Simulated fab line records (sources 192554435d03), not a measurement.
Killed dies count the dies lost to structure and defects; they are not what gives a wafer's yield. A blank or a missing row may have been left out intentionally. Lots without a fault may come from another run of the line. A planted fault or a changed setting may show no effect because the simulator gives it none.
One fault through the eyes of 2 desks :: flow n5_finfet :: numbers are kept per desk, each desk with only its own; the story behind them comes last

== AT THE METROLOGY DESK ==
Lot by lot, what the gauges showed, no matter which tool ran the lot: averages of those sampled wafers that carry a number. Marked OUT: a lot whose mean sits more than 4 standard deviations from the usual mean, which makes it out of limits; the brackets give that distance. Of its 11 readings 7 are shown: those that lie furthest out on some lot.
Columns: A = M0_CORE_OVL at N5_BEOL_M0_SAQP_OVL_MEAS_15, usual 0.2 nm; B = DIBL_N at N5_BEOL_M4_RC_MEAS_101, usual 36.5 mV/V; C = DIBL_P at N5_BEOL_M4_RC_MEAS_101, usual 36.4 mV/V; D = IOFF_P at N5_BEOL_M4_RC_MEAS_101, usual 0.21 nA/um; E = ION_P at N5_BEOL_M4_RC_MEAS_101, usual 462 uA/um; F = SS_N at N5_BEOL_M4_RC_MEAS_101, usual 71.7 mV/dec; G = VT_P at N5_BEOL_M4_RC_MEAS_101, usual -251 mV
lot: L619
first seen here: day 6 04:14
A: 1.0
B: 34.1
C: 34.1
D: 0.21
E: 468
F: 71.2
G: -250

lot: L623
first seen here: day 7 05:53
A: -0.5
B: 34.8
C: 34.2
D: 0.19
E: 466
F: 71.4
G: -250

lot: L626
first seen here: day 8 01:25
A: -0.8
B: 36.4
C: 38.6
D: 0.25
E: 473
F: 71.7
G: -246

lot: L628
first seen here: day 8 11:35
A: 0.7
B: 38.6
C: 37.1
D: 0.21
E: 460
F: 71.9
G: -253

lot: L632
first seen here: day 9 12:46
A: 0.1
B: 37.4
C: 35.4
D: 0.20
E: 461
F: 71.8
G: -251

lot: L634
first seen here: day 9 22:24
A: -0.1
B: 34.2
C: 35.1
D: 0.17
E: 458
F: 71.9
G: -253

lot: L635
first seen here: day 10 04:43
A: 0.5
B: 35.8
C: 37.5
D: 0.20
E: 465
F: 72.0
G: -253

lot: L636
first seen here: day 10 11:28
A: -0.6
B: 37.0
C: 36.1
D: 0.23
E: 466
F: 71.8
G: -250

lot: L638
first seen here: day 11 04:12
A: -0.1
B: 35.9
C: 36.1
D: 0.19
E: 460
F: 71.5
G: -252

lot: L639
first seen here: day 11 09:55
A: -0.3
B: 34.9
C: 33.5
D: 0.19
E: 463
F: 71.4
G: -252
Finding of this desk: none of the 10 lots has anything out of limits.

== TOOL OWNER'S DESK, rie_diel-06 ==
The tool's own readings at N5_BEOL_M0_SAQP_ETCH_101 (etches SiNx in CH3F/O2, target depth 29.9 nm, time 42.7 s): means of the sampled wafers that have a number, for each lot that ran on this tool. Marked OUT: a lot whose mean sits more than 4 standard deviations from the usual mean, which makes it out of limits; the brackets give that distance.
Columns: A = CH3F_flow_sccm at N5_BEOL_M0_SAQP_ETCH_101, usual 30.01 sccm; B = drypump_motor_current_A at N5_BEOL_M0_SAQP_ETCH_101, usual 5.6 A; C = mfc_ar_sccm at N5_BEOL_M0_SAQP_ETCH_101, usual 149.9 sccm; D = oes_product_au at N5_BEOL_M0_SAQP_ETCH_101, usual 0.77 a.u.; E = rf_vpp_V at N5_BEOL_M0_SAQP_ETCH_101, usual 298 V; F = showerhead_plenum_p_Torr at N5_BEOL_M0_SAQP_ETCH_101, usual 2.01 Torr; G = throttle_valve_pct at N5_BEOL_M0_SAQP_ETCH_101, usual 16.40 %
lot: L619
first seen here: day 6 06:29
A: 29.92
B: 6.1
C: 149.8
D: 0.71
E: 300
F: 2.01
G: 16.43

lot: L628
first seen here: day 8 13:24
A: 29.96
B: 5.8
C: 150.2
D: 0.74
E: 300
F: 2.00
G: 16.48

lot: L632
first seen here: day 9 14:47
A: 30.05
B: 5.6
C: 150.1
D: 0.73
E: 297
F: 2.08
G: 16.49

lot: L634
first seen here: day 10 00:22
A: 29.94
B: 5.7
C: 150.2
D: 0.59
E: 295
F: 2.08
G: 16.48

lot: L635
first seen here: day 10 06:36
A: 30.02
B: 5.9
C: 150.1
D: 0.57
E: 298
F: 2.03
G: 16.48

lot: L636
first seen here: day 10 13:07
A: 30.00
B: 5.8
C: 150.0
D: 0.60
E: 301
F: 2.00
G: 16.49
Finding of this desk: none of the 6 lots has anything out of limits.

== TAKEN TOGETHER ==
Nothing out of limits was seen by the metrology desk.
Nothing out of limits was seen by the tool owner's desk.

== WHAT WAS PUT IN BY THE SIMULATOR ==
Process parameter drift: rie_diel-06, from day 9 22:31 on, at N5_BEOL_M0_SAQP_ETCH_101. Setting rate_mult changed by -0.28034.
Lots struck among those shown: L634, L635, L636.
